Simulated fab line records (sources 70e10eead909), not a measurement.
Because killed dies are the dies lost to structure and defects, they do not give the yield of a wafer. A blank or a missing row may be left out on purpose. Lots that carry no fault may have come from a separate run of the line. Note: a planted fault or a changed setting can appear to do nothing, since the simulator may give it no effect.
Struck lot and sound lot, side by side || flow nand harc || 24 out of 1302 route steps
Sound: the wafers L731.1, L731.5, L731.6. The struck wafers were L743.2, L743.5, L743.6. The cause is named last.
Order at every step that has rows: each side's tool, ch and its chambers, its first start. Under that, the readings that differ: sound wafers || struck wafers || difference of the means || sigmas: that difference in standard deviations of wafers without a fault.
alike: a reading whose means differ by less than 2 such deviations, as well as words and numbers matching on both sides. not compared: withheld readings; readings where some wafer has no value; bounds like >300 that might hide an equal value; numbers whose values overlap and for which the record gives no deviation.
Wherever a step has rows on one side only, a row that says differs or no value, or a row with sigmas, the two part there. Numbers that don't overlap but have no deviation are shown without sigmas and don't part them. A reading missing from all wafers of one side parts the sides only when that side holds two or more wafers.

NHARC_P_GATE_DESCUM_13: chemistry O2, time 3 s.
  sound on rie diel-09 ch 0,1,2, day 5 03:05; struck on rie diel-09 ch 0,1,3, day 10 12:14
  alike: drypump motor current A, oes product au, rf vpp V, showerhead plenum p Torr, throttle valve pct
  not compared: rf hours counter h
then, 6 steps without rows for these wafers: NHARC_P_GATE_ETCH_14 (etches SiO2 in dHF, target depth 48.8 nm); NHARC_P_GATE_STRIP_15 (strips in SPM, time 780 s); NHARC_P_GATE_PRECLEAN_71 (cleans in SC1); NHARC_P_GATE_SRD_72; NHARC_P_GATE_OXIDE_16 (material SiO2, target thk 3 nm, ox time 392 s); NHARC_P_GATE_CVD_17 (deposits poly-Si, target thk 150 nm, time 900 s).
NHARC_P_GATE_HM_DEP_102: deposits aC, target thk 120 nm.
  sound on acl dep-02 ch 0, day 5 15:32; struck on acl dep-03 ch 0, day 11 00:45
  alike: susceptor temp C, throttle valve pct
NHARC_P_GATE_DEP_103: deposits SiON, target thk 30 nm.
  sound on pecvd-04 ch 1,2, day 5 16:16; struck on pecvd-04 ch 0,1, day 11 01:22
  alike: heater power w, rf fwd power W, susceptor temp C
then, 3 steps without rows for these wafers: NHARC_P_GATE_DEHYDRATE_18 (time 120 s); NHARC_P_GATE_HMDS_19 (time 30 s); NHARC_P_GATE_COAT_20 (resist thk 90 nm).
NHARC_P_GATE_SOFTBAKE_21: time 55 s.
  sound on litho track-06 ch 0, day 5 16:00; struck on litho track-01 ch 0, day 11 01:00
{"reading": "heater power total W (W)", "sound": "188.33 188.45 188.71", "struck": "213.68 213.98 213.88", "difference": "+25.35", "sigmas": "+99 or more"}
  alike: chill plate temp C
then, 4 steps without rows for these wafers: NHARC_P_GATE_EBR_22; NHARC_P_GATE_EXPOSE_23 (exposes mask P GATE, target cd 120 nm); NHARC_P_GATE_PEB_24 (peb time 65 s); NHARC_P_GATE_DEVELOP_25 (develop time 35 s).
NHARC_P_GATE_CD_MEAS_26: the cd target is 120 nm.
  sound on cd sem-01 ch 0, day 5 16:53; struck on cd sem-03 ch 0, day 11 01:59
  alike: cd nm
NHARC_P_GATE_OVL_MEAS_27:
  sound on overlay-01 at day 5 16:58; struck on overlay-02 at day 11 02:05
{"reading": "overlay y nm (nm)", "sound": "0.9 0.6 0.6", "struck": "-1.2 -0.8 -0.8", "difference": -1.6, "sigmas": -2}
  alike: overlay x nm
NHARC_P_GATE_INSPECT_28:
  sound on defect inspect-01 at day 5 17:01; struck on defect inspect-02 at day 11 02:07
{"reading": "raw defect count", "sound": "14 17 14", "struck": "6 2 5", "difference": -11, "sigmas": -3}
NHARC_P_GATE_DESCUM_31: chemistry O2, time 3 s.
  sound on rie diel-07 ch 0,1,2, day 5 17:06; struck on rie diel-07 ch 0,3, day 11 02:10
{"reading": "rf vpp V (V)", "sound": "58.3 57.3 56.2", "struck": "59.1 58.8 59.5", "difference": "+1.9", "sigmas": "+2"}
{"reading": "model.P_GATE.cd nm (nm)", "sound": "119.9 119.2 119.1", "struck": "121.4 121 121.4", "difference": "+1.9", "sigmas": ""}
  alike: drypump motor current A, oes product au, showerhead plenum p Torr, throttle valve pct
  not compared: rf hours counter h
NHARC_P_GATE_ETCH_104: etches the open film in CF4/CHF3, target depth 60 nm.
  sound on rie diel-07 ch 0,1,2, day 5 17:10; struck on rie diel-07 ch 2,3, day 11 02:16
{"reading": "model.P_GATE.cd nm (nm)", "sound": "120.2 119.5 119.2", "struck": "121.5 121 121.5", "difference": "+1.7", "sigmas": ""}
  alike: drypump motor current A, oes product au, rf fwd power W, rf vpp V, showerhead plenum p Torr, throttle valve pct
NHARC_P_GATE_HM_OPEN_105: chemistry O2/COS, target depth 360 nm.
  sound: rie diel-07 ch 1,2; struck: rie diel-07 ch 0,3
  alike: drypump motor current A, oes product au, rf fwd power W, rf vpp V, showerhead plenum p Torr, throttle valve pct
  not compared: rf hours counter h
-- jump in the record: it breaks off in module P_GATE and resumes in module END (first step shown: number 1302 of the route), and 20 days separate the struck wafers' starts before and after --
NHARC_END_SORT_01:
  at this point the record logs the struck wafers (prober-01 ch 0, day 30 18:10) and has no rows for the sound ones

WHERE THEY PART
At NHARC_P_GATE_SOFTBAKE_21 first; at NHARC_END_SORT_01 last (within this record only).

WHY: what the simulator had put in
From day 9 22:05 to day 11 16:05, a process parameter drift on litho track-01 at NHARC_P_GATE_SOFTBAKE_21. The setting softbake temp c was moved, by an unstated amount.
